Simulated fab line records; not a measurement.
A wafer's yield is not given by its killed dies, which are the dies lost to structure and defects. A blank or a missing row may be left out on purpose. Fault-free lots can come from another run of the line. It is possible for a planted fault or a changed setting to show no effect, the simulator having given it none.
Chamber matching / flow n5-finfet / N5_BEOL_M7_DEP_56 on pecvd-02: 3 sister chambers
The step deposits SiCN from 3MS/NH3, target thk 10 nm, time 17.5 s. 6 wafers are shown with their chamber, then 7 later ones without.

## WAFERS PAIRED WITH THEIR CHAMBERS
wafer=L080.3; chamber=2; showerhead-plenum-p-Torr (Torr)=3.658; throttle-valve-pct (%)=9.0
wafer=L088.1; chamber=2; showerhead-plenum-p-Torr (Torr)=3.661; throttle-valve-pct (%)=9.2
wafer=L088.2; chamber=0; showerhead-plenum-p-Torr (Torr)=3.655; throttle-valve-pct (%)=9.3
wafer=L088.5; chamber=0; showerhead-plenum-p-Torr (Torr)=3.654; throttle-valve-pct (%)=9.0
wafer=L087.3; chamber=1; showerhead-plenum-p-Torr (Torr)=3.678; throttle-valve-pct (%)=9.3
wafer=L087.4; chamber=1; showerhead-plenum-p-Torr (Torr)=3.672; throttle-valve-pct (%)=9.6

## WAFERS WITHOUT THEIR CHAMBER
wafer=L087.5; showerhead-plenum-p-Torr (Torr)=3.663; throttle-valve-pct (%)=9.1
wafer=L092.1; showerhead-plenum-p-Torr (Torr)=3.665; throttle-valve-pct (%)=9.4
wafer=L092.2; showerhead-plenum-p-Torr (Torr)=3.652; throttle-valve-pct (%)=9.4
wafer=L092.5; showerhead-plenum-p-Torr (Torr)=3.655; throttle-valve-pct (%)=9.4
wafer=L097.2; showerhead-plenum-p-Torr (Torr)=3.668; throttle-valve-pct (%)=9.6
wafer=L097.4; showerhead-plenum-p-Torr (Torr)=3.672; throttle-valve-pct (%)=9.4
wafer=L097.5; showerhead-plenum-p-Torr (Torr)=3.668; throttle-valve-pct (%)=9.1

## THE CHAMBER EACH PASSED THROUGH
wafer=L087.5; from the rows above=can't be placed: 2 or 0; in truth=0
wafer=L092.1; from the rows above=can't be placed: 2 or 1 or 0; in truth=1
wafer=L092.2; from the rows above=can't be placed: 0 or 2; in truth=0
wafer=L092.5; from the rows above=can't be placed: 0 or 2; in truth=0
wafer=L097.2; from the rows above=can't be placed: 1 or 2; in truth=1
wafer=L097.4; from the rows above=1; in truth=1
wafer=L097.5; from the rows above=can't be placed: 2 or 1 or 0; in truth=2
Placed correctly: 1 of 7. Cannot be placed on the basis of these rows: 6; the candidates contain the true chamber in 6. 0 placed wrongly.
How it was worked out, from the rows above alone: a wafer's distance from a chamber is the root of the sum, over the readings, of the square of ((its reading less the chamber's mean) divided by the reading's scatter). If the next closest chamber is less than 2 further off than the closest, the wafer can't be placed; otherwise it belongs to the closest. For every chamber, the mean is computed from those of its wafers that are shown. How the scatter is found: for the shown wafers, subtract from each reading the mean of its chamber, square and add these, divide the total by (wafers less chambers), then take the root.
